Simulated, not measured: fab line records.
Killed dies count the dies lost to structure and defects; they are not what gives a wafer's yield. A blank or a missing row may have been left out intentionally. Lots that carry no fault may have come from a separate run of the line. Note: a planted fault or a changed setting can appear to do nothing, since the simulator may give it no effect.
fab line records | flow nand_harc
record: lots: 7 wafers: 21 last_day: 32
route steps=1302 shown A_M1@1200 A_BONDPAD@1202 END@1302
lots with no fault: from the same line, run without faults
start_h: start of the lot's first displayed wafer, in hours after the record's first day | wait_h: hours since the lot's step before | " as in the row above | L1.1+2: a row that stands for several wafers | - no value, or no start was given | * or withheld: withheld | < > ~ a bound
route shown NAME@n: names a module that has steps shown in the file, with the first one's number in the route | usual: the fault-free wafers' mean and standard deviation | same: alike in all rows | chamber/n: place in a boat | sites: readings site by site | _std_site: standard deviation across them | _edge_site: the outer-site mean with the inner-site mean subtracted | radius_mm: how far each site lies from the wafer's centre | mask NAME#n: copy n | behind: the last tool/chamber to shape the wafer | hold: why the lot went on hold/how many hours it stayed there/how the hold came to an end | device: whichever transistor did not switch (one of n, p or np) | end of line: at the end of the route, the tests of the same wafers | a step given without rows: its recipe and nothing more | killed: dies that structure and defects cost at the first sort, which is not the same as the wafer's yield | map: a wafer's dies, marking killed ones x, the rest . and places with no die _
set.NAME: the setting as run; set.NAME@STEP: as run at that earlier step | model.NAME: the simulator's own value behind a step, which no gauge read
lots at selected steps of the route; one table per step, one row per wafer
services: from which hour (start_h, from the record's first day; less than 0 if before it) a tool's chamber was out of use, for how many hours, and why
== steps ==
step: NHARC_A_M1_PRE_CLEAN_32
recipe: time_s: 12 temp_c: 370 rf_power_w: 300 gas: NH3
usual: heater_power_w: 661/62
columns lot.wafer tool chamber start_h wait_h heater_power_w
L550.1 pecvd-04 1 556.94 0.1 630
L550.3 " 0 " " 644
L550.6 " 2 " " 769
L557.3 pecvd-04 0 607.59 0.1 611
L557.5 " 1 " " 743
L557.6 " 2 " " 686
L558.2 pecvd-01 0 648.87 0.1 642
L558.6 " 2 " " 727
L558.5 " 0 " " 622
L562.3 pecvd-01 2 657.35 0.1 744
L562.1 " 0 " " 706
L562.6 " 2 " " 793
L563.2 pecvd-03 0 665.98 0.1 674
L563.4 " 2 " " 640
L563.6 " 0 " " 695
L566.4 pecvd-03 0 710.23 0.1 620
L566.3 " 1 " " 627
L566.5 " 0 " " 628
L570.1 pecvd-01 0 732.78 0.2 687
L570.2 " 1 " " 614
L570.4 " 1 " " 614
step: NHARC_A_M1_DEP_33
recipe: target_thk_a: 300 temp_c: 370 target_thk_nm: 30 pressure_torr: 3 flow_sccm: 200 rf_w: 450 material: SiCN
usual: heater_power_w: 617/53
columns lot.wafer tool chamber start_h wait_h heater_power_w
L550.1 pecvd-04 1 557.02 0.1 658
L550.3 " 0 " " 680
L550.6 " 2 " " 607
L557.3 pecvd-04 0 607.66 0.1 619
L557.5 " 1 " " 629
L557.6 " 2 " " 609
L558.2 pecvd-01 0 648.98 0.1 574
L558.6 " 2 " " 594
L558.5 " 0 " " 607
L562.3 pecvd-01 2 657.45 0.1 629
L562.1 " 0 " " 635
L562.6 " 2 " " 625
L563.2 pecvd-03 0 666.12 0.1 642
L563.4 " 2 " " 552
L563.6 " 0 " " 645
L566.4 pecvd-03 0 710.43 0.2 637
L566.3 " 1 " " 573
L566.5 " 0 " " 637
L570.1 pecvd-01 0 732.89 0.1 613
L570.2 " 1 " " 609
L570.4 " 1 " " 616
step: NHARC_A_BONDPAD_DEP_00
recipe: target_thk_a: 2500 temp_c: 370 target_thk_nm: 250 pressure_torr: 3 flow_sccm: 200 rf_w: 450 material: SiCN
usual: heater_power_w: 620/57
columns lot.wafer tool chamber start_h wait_h heater_power_w
L550.3 pecvd-01 2 557.57 - 699
L550.1 " 0 " " 586
L550.6 " 1 " " 602
L557.3 pecvd-01 1 608.31 - 659
L557.5 " 0 " " 636
L557.6 " 1 " " 678
L558.2 pecvd-01 2 - - 723
L558.5 " 0 " " 663
L558.6 " 2 " " 743
L562.1 pecvd-03 2 657.96 - 576
L562.3 " 0 " " 563
L562.6 " 2 " " 577
L563.2 pecvd-03 1 - - 603
L563.6 " 2 " " 508
L563.4 " 0 " " 542
L566.3 pecvd-01 2 710.99 - 644
L566.5 " 2 " " 649
L566.4 " 0 " " 611
L570.2 pecvd-02 1 733.44 - 566
L570.1 " 2 " " 602
L570.4 " 1 " " 598
step: NHARC_A_BONDPAD_CMP_29
recipe: target_thk_nm: 200 material: SiCN
usual: edge_zone_pressure_frac: 1.000/0.0054 motor_current_A: 12.4/1.3
columns lot.wafer tool chamber start_h wait_h edge_zone_pressure_frac motor_current_A
L550.3 cmp-04 2 557.98 - 0.997 13.0
L550.1 " 1 " " 1.003 13.1
L550.6 " 2 " " 0.996 12.3
L557.3 cmp-04 0 608.70 - 0.999 15.4
L557.6 " 1 " " 0.988 13.3
L557.5 " 2 " " 1.000 12.5
L558.2 cmp-02 2 649.90 - 1.008 11.1
L558.6 " 2 " " 1.006 11.3
L558.5 " 3 " " 1.009 13.5
L562.3 cmp-03 2 658.39 - 0.997 12.0
L562.1 " 0 " " 1.005 12.7
L562.6 " 1 " " 0.998 11.5
L563.2 cmp-02 0 667.04 - 0.996 10.4
L563.4 " 1 " " 1.000 12.5
L563.6 " 2 " " 1.004 10.9
L566.3 cmp-04 0 711.42 - 1.001 14.6
L566.4 " 2 " " 0.994 13.0
L566.5 " 0 " " 1.003 15.0
L570.4 cmp-03 3 733.83 - 0.998 10.6
L570.1 " 0 " " 0.995 13.1
L570.2 " 1 " " 1.004 11.4
step: NHARC_A_BONDPAD_THK_MEAS_30
recipe: thk_meas_gauge: ellipsometry
usual: thk_nm: 200.6/1.4
columns lot.wafer tool chamber start_h wait_h thk_nm
L550.1 film_metro-02 - 558.24 0.2 199.9
L550.3 " - " " 198.0
L550.6 " - " " 198.9
L557.3 film_metro-02 - 608.87 0.2 201.3
L557.5 " - " " 199.8
L557.6 " - " " 200.3
L558.2 film_metro-02 - 650.15 0.2 202.2
L558.5 " - " " 200.0
L558.6 " - " " 202.3
L562.1 film_metro-01 - 658.62 0.2 200.7
L562.3 " - " " 199.9
L562.6 " - " " 202.2
L563.2 film_metro-02 - 667.24 0.2 199.8
L563.4 " - " " 200.6
L563.6 " - " " 200.4
L566.3 film_metro-01 - 711.65 0.2 202.1
L566.4 " - " " 199.1
L566.5 " - " " 202.4
L570.1 film_metro-01 - 734.05 0.2 199.5
L570.2 " - " " 201.6
L570.4 " - " " 199.5
step: NHARC_A_BONDPAD_SRD_31
step: NHARC_A_BONDPAD_DEHYDRATE_01
recipe: temp_c: 150 time_s: 120
step: NHARC_A_BONDPAD_HMDS_02
recipe: time_s: 30
step: NHARC_A_BONDPAD_COAT_33
recipe: temp_c: 200 time_s: 65
step: NHARC_A_BONDPAD_COAT_03
recipe: spin_rpm: 2000 resist_thk_nm: 600
step: NHARC_A_BONDPAD_SOFTBAKE_04
recipe: temp_c: 125 time_s: 70
step: NHARC_A_BONDPAD_EBR_05
step: NHARC_A_BONDPAD_EXPOSE_06
recipe: na: 0.55 dose_mj: 36.99 mask_id: A_BPAD
usual: exposure_dose_mJ_cm2: 36.94/0.033
columns lot.wafer tool chamber start_h wait_h mask exposure_dose_mJ_cm2
L550.1 krf_scanner-02 0 558.65 - A_BPAD#0 36.97
L550.3 " 0 " " A_BPAD#0 36.97
L550.6 " 0 " " A_BPAD#0 36.96
L557.3 krf_scanner-04 0 609.17 - A_BPAD#0 36.89
L557.5 " 0 " " A_BPAD#0 36.90
L557.6 " 0 " " A_BPAD#0 36.92
L558.2 krf_scanner-02 0 650.44 - A_BPAD#0 54.03
L558.5 " 0 " " A_BPAD#0 54.02
L558.6 " 0 " " A_BPAD#0 54.00
L562.1 krf_scanner-02 0 659.03 - A_BPAD#0 50.61
L562.3 " 0 " " A_BPAD#0 50.64
L562.6 " 0 " " A_BPAD#0 50.57
L563.2 krf_scanner-02 0 667.54 - A_BPAD#0 50.42
L563.4 " 0 " " A_BPAD#0 50.42
L563.6 " 0 " " A_BPAD#0 50.37
L566.3 krf_scanner-04 0 711.95 - A_BPAD#0 36.91
L566.4 " 0 " " A_BPAD#0 36.91
L566.5 " 0 " " A_BPAD#0 36.90
L570.1 krf_scanner-04 0 734.47 - A_BPAD#0 36.93
L570.2 " 0 " " A_BPAD#0 36.94
L570.4 " 0 " " A_BPAD#0 36.94
step: NHARC_A_BONDPAD_PEB_07
recipe: peb_temp_c: 128 peb_time_s: 80
step: NHARC_A_BONDPAD_DEVELOP_08
recipe: time_s: 50 dev_temp_c: 22
step: NHARC_A_BONDPAD_CD_MEAS_09
recipe: target_cd_nm: 500 landing_energy_ev: 500
usual: cd_nm: 501.4/2.8
columns lot.wafer tool chamber start_h wait_h cd_nm
L550.1 cd_sem-02 0 558.80 - 508.6
L550.3 " 0 " " 506.7
L550.6 " 0 " " 500.8
L557.3 cd_sem-01 0 609.32 - 500.2
L557.5 " 0 " " 502.4
L557.6 " 0 " " 500.3
L558.2 cd_sem-03 0 650.59 - 514.3
L558.5 " 0 " " 515.3
L558.6 " 0 " " 510.2
L562.1 cd_sem-02 0 659.18 - 515.8
L562.3 " 0 " " 515.4
L562.6 " 0 " " 512.7
L563.2 cd_sem-03 0 667.68 - 508.9
L563.4 " 0 " " 508.8
L563.6 " 0 " " 509.4
L566.3 cd_sem-01 0 712.09 - 501.4
L566.4 " 0 " " 506.7
L566.5 " 0 " " 504.9
L570.1 cd_sem-02 0 734.62 - 500.8
L570.2 " 0 " " 499.9
L570.4 " 0 " " 495.2
step: NHARC_A_BONDPAD_OVL_MEAS_35
usual: overlay_x_nm: 2/6.4 overlay_y_nm: 1/5.4
columns lot.wafer tool chamber start_h wait_h overlay_x_nm overlay_y_nm
L550.1 overlay-01 - 558.89 - 5 7
L550.3 " - " " 5 7
L550.6 " - " " 5 7
L557.3 overlay-02 - 609.40 - 2 -7
L557.5 " - " " 2 -6
L557.6 " - " " 2 -7
L558.2 overlay-02 - 650.68 - 3 4
L558.5 " - " " 3 4
L558.6 " - " " 4 4
L562.1 overlay-02 - 659.27 - -1 2
L562.3 " - " " -2 2
L562.6 " - " " -2 2
L563.2 overlay-02 - 667.78 - 1 -7
L563.4 " - " " 1 -7
L563.6 " - " " 1 -7
L566.3 overlay-02 - 712.18 - 2 4
L566.4 " - " " 3 4
L566.5 " - " " 2 4
L570.1 overlay-02 - 734.71 - -5 1
L570.2 " - " " -5 1
L570.4 " - " " -5 1
step: NHARC_END_SORT_01
recipe: temp_c: 25
usual: defect_limited_yield: 91.3/3 killed_at_array: 54/20 killed_at_other: 0.7/0.94 killed_at_periphery: 3.8/2.7 killed_dies: 59/20 killed_open: 3.5/1.9 killed_short: 2.5/1.6
same: gross_dies: 677
columns lot.wafer tool chamber start_h wait_h defect_limited_yield[%] killed_at_array killed_at_other killed_at_periphery killed_dies killed_open killed_short
L557.3 prober-02 0 642.38 3.1 90.0 65 1 2 68 1 2
L557.5 prober-02 0 643.99 3.7 89.4 66 1 5 72 3 0
L557.6 prober-02 0 644.79 4.0 89.4 69 1 2 72 4 4
L558.2 prober-01 0 682.55 2.8 91.9 45 2 8 55 6 3
L558.5 prober-01 0 684.95 3.7 91.6 51 2 4 57 3 1
L558.6 prober-01 0 685.75 4.0 89.1 65 1 8 74 7 3
L562.1 prober-01 0 689.72 2.5 96.8 19 0 3 22 1 1
L562.3 prober-01 0 691.32 3.1 95.7 21 2 6 29 1 7
L562.6 prober-01 0 693.72 4.0 95.4 25 0 6 31 6 3
L566.3 prober-01 0 747.40 3.1 89.8 64 0 5 69 3 1
L566.4 prober-01 0 748.21 3.4 87.7 79 1 3 83 3 1
L566.5 prober-01 0 749.01 3.7 91.0 55 3 3 61 0 4
L570.1 prober-01 0 771.21 2.5 94.5 30 1 6 37 2 1
L570.2 prober-01 0 772.00 2.8 94.4 37 0 1 38 4 2
L570.4 prober-01 0 773.58 3.4 94.2 36 1 2 39 4 2
killed by level:class
L557.3 A_SLIT:chamber_film_flake=34 A_CHANNEL_HOLE_D2:chamber_film_flake=13 A_CONTACT:chamber_film_flake=9 A_ZERO_WELL:chamber_film_flake=3 A_CHANNEL_HOLE_D1:chamber_film_flake=2 A_STAIRCASE:chamber_film_flake=2 P_M0:geometric_particle:open=1 A_ONON_D2:geometric_particle:short=1
L557.5 A_SLIT:chamber_film_flake=33 A_CHANNEL_HOLE_D2:chamber_film_flake=13 A_CONTACT:chamber_film_flake=7 A_CHANNEL_HOLE_D1:chamber_film_flake=5 P_GATE:chamber_film_flake=3 A_ZERO_WELL:chamber_film_flake=2 A_DECK1_JOINT:chamber_film_flake=2 A_STAIRCASE:chamber_film_flake=2
L557.6 A_SLIT:chamber_film_flake=36 A_CHANNEL_HOLE_D2:chamber_film_flake=13 A_CHANNEL_HOLE_D1:chamber_film_flake=6 A_M1:geometric_particle:open=3 A_CONTACT:chamber_film_flake=3 A_STAIRCASE:chamber_film_flake=2 A_ONON_D1:geometric_particle:short=1 A_CHANNEL_HOLE_D1:geometric_particle:short=1
L558.2 A_CHANNEL_HOLE_D1:chamber_film_flake=18 A_CHANNEL_HOLE_D2:chamber_film_flake=14 P_M0:chamber_film_flake=3 A_CONTACT:chamber_film_flake=3 A_M0:geometric_particle:short=2 P_GATE:chamber_film_flake=2 A_CHANNEL_FILL_D1:chamber_film_flake=2 THIN_TSV:chamber_film_flake=2
L558.5 A_CHANNEL_HOLE_D1:chamber_film_flake=20 A_CHANNEL_HOLE_D2:chamber_film_flake=18 A_SLIT:chamber_film_flake=4 A_CONTACT:chamber_film_flake=4 P_M0:chamber_film_flake=3 THIN_TSV:chamber_film_flake=2 P_ZERO_WELL:geometric_particle:open=1 A_CHANNEL_FILL_D1:geometric_particle:short=1
L558.6 A_CHANNEL_HOLE_D1:chamber_film_flake=32 A_CHANNEL_HOLE_D2:chamber_film_flake=17 P_M0:chamber_film_flake=3 A_STAIRCASE:chamber_film_flake=3 P_CONTACT:geometric_particle:open=2 A_CONTACT:geometric_particle:open=2 P_GATE:chamber_film_flake=2 A_CHANNEL_FILL_D1:chamber_film_flake=2
L562.1 A_CHANNEL_HOLE_D1:chamber_film_flake=7 A_STAIRCASE:chamber_film_flake=4 P_M1:chamber_film_flake=3 A_CONTACT:chamber_film_flake=2 A_CHANNEL_FILL_D2:geometric_particle:short=1 A_WL_FILL:geometric_particle:open=1 A_CHANNEL_HOLE_D2:chamber_film_flake=1 A_CHANNEL_FILL_D2:chamber_film_flake=1
L562.3 A_CHANNEL_HOLE_D1:chamber_film_flake=7 A_CONTACT:chamber_film_flake=4 P_M1:chamber_film_flake=3 A_STAIRCASE:chamber_film_flake=3 P_M0:geometric_particle:short=2 A_ONON_D1:geometric_particle:short=1 A_ONON_D2:geometric_particle:short=1 A_SGD_CUT:geometric_particle:short=1
L562.6 A_CONTACT:chamber_film_flake=5 A_CHANNEL_HOLE_D1:chamber_film_flake=4 A_M0:chamber_film_flake=3 A_SLIT:chamber_film_flake=2 A_ONON_D2:geometric_particle:short=2 P_M1:chamber_film_flake=2 P_STI:geometric_particle:short=1 P_CONTACT:geometric_particle:open=1
L566.3 A_SLIT:chamber_film_flake=36 A_CHANNEL_HOLE_D1:chamber_film_flake=17 A_CONTACT:chamber_film_flake=5 P_M2:chamber_film_flake=4 P_CONTACT:geometric_particle:open=1 A_ONON_D1:geometric_particle:open=1 A_CHANNEL_FILL_D2:geometric_particle:open=1 A_CHANNEL_FILL_D2:geometric_particle:short=1
L566.4 A_CHANNEL_HOLE_D1:chamber_film_flake=36 A_SLIT:chamber_film_flake=35 A_ZERO_WELL:chamber_film_flake=3 P_M2:chamber_film_flake=2 P_M0:geometric_particle:open=1 A_SOURCE_PLATE:geometric_particle:open=1 A_SGD_CUT:geometric_particle:short=1 A_M0:geometric_particle:open=1
L566.5 A_SLIT:chamber_film_flake=32 A_CHANNEL_HOLE_D1:chamber_film_flake=15 A_CONTACT:chamber_film_flake=5 THIN_TSV:chamber_film_flake=3 A_SOURCE_PLATE:geometric_particle:short=2 P_M2:chamber_film_flake=2 P_M1:geometric_particle:short=1 A_CONTACT:geometric_particle:short=1
L570.1 A_CHANNEL_HOLE_D1:chamber_film_flake=17 A_CONTACT:chamber_film_flake=5 P_ZERO_WELL:chamber_film_flake=2 P_GATE:chamber_film_flake=2 A_STAIRCASE:chamber_film_flake=2 A_SLIT:chamber_film_flake=2 A_WL_FILL:chamber_film_flake=2 P_GATE:geometric_particle:open=1
L570.2 A_CHANNEL_HOLE_D1:chamber_film_flake=18 A_SLIT:chamber_film_flake=6 A_WL_FILL:chamber_film_flake=3 A_STAIRCASE:chamber_film_flake=2 A_CONTACT:chamber_film_flake=2 P_M0:geometric_particle:open=1 A_ONON_D2:geometric_particle:short=1 A_CHANNEL_HOLE_D2:geometric_particle:open=1
L570.4 A_CHANNEL_HOLE_D1:chamber_film_flake=19 A_SLIT:chamber_film_flake=6 A_CHANNEL_HOLE_D2:chamber_film_flake=3 P_CONTACT:geometric_particle:open=1 P_M2:geometric_particle:open=1 A_CHANNEL_FILL_D1:geometric_particle:short=1 A_DECK1_JOINT:geometric_particle:short=1 A_DECK1_JOINT:geometric_particle:open=1
== services ==
columns tool chamber start_h hours kind
pecvd-03 - 547.00 13.0 pm
cmp-03 - 554.06 4.0 pm
cmp-04 - 568.43 4.3 repair
krf_scanner-04 - 574.95 0.6 repair
cmp-03 - 580.76 0.3 repair
cmp-04 - 600.45 2.0 repair
cmp-04 - 602.49 4.0 pm
krf_scanner-04 - 602.76 0.8 repair
pecvd-01 - 608.61 1.6 repair
krf_scanner-02 - 610.00 4.0 pm
pecvd-03 0 611.13 13.4 repair
cmp-04 - 619.45 3.6 repair
pecvd-04 - 631.40 13.0 pm
krf_scanner-04 - 650.31 0.2 repair
cmp-04 - 668.32 0.8 repair
pecvd-01 - 673.51 13.0 pm
pecvd-03 2 692.30 20.7 repair
krf_scanner-04 - 692.60 0.7 repair
cmp-04 - 700.49 4.0 pm
krf_scanner-04 - 700.94 4.0 pm
krf_scanner-02 - 711.59 1.1 repair
cmp-04 - 721.86 5.7 repair
pecvd-03 - 728.00 13.0 pm
cmp-04 - 734.28 4.3 repair
== key ==
first_sign: step: NHARC_A_BONDPAD_EXPOSE_06 reading: exposure_dose_mJ_cm2 direction: up sigmas: 99+ usual: 36.94 struck: 51.68
effect: step: NHARC_A_BONDPAD_CD_MEAS_09 reading: cd_nm direction: up sigmas: 3.9 usual: 501.4 struck: 512.3 through: control_loop
met_at NHARC_A_BONDPAD_EXPOSE_06
struck_wafers L558.2,L558.5,L558.6,L562.1,L562.3,L562.6,L563.2,L563.4,L563.6
loop_trim: step: NHARC_A_BONDPAD_EXPOSE_06 setting: dose lots: L562,L563
onset_between 558.65 650.44
fault: kind: process_parameter_drift tool: krf_scanner-02 chamber: - onset_h: 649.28 steps: NHARC_A_BONDPAD_EXPOSE_06 channel: dose_mj offset: 17.11 shape: step acts_in: these_recipes_only stated: 36.99
loop_trim: a control loop set the setting to another value than it would have without faults
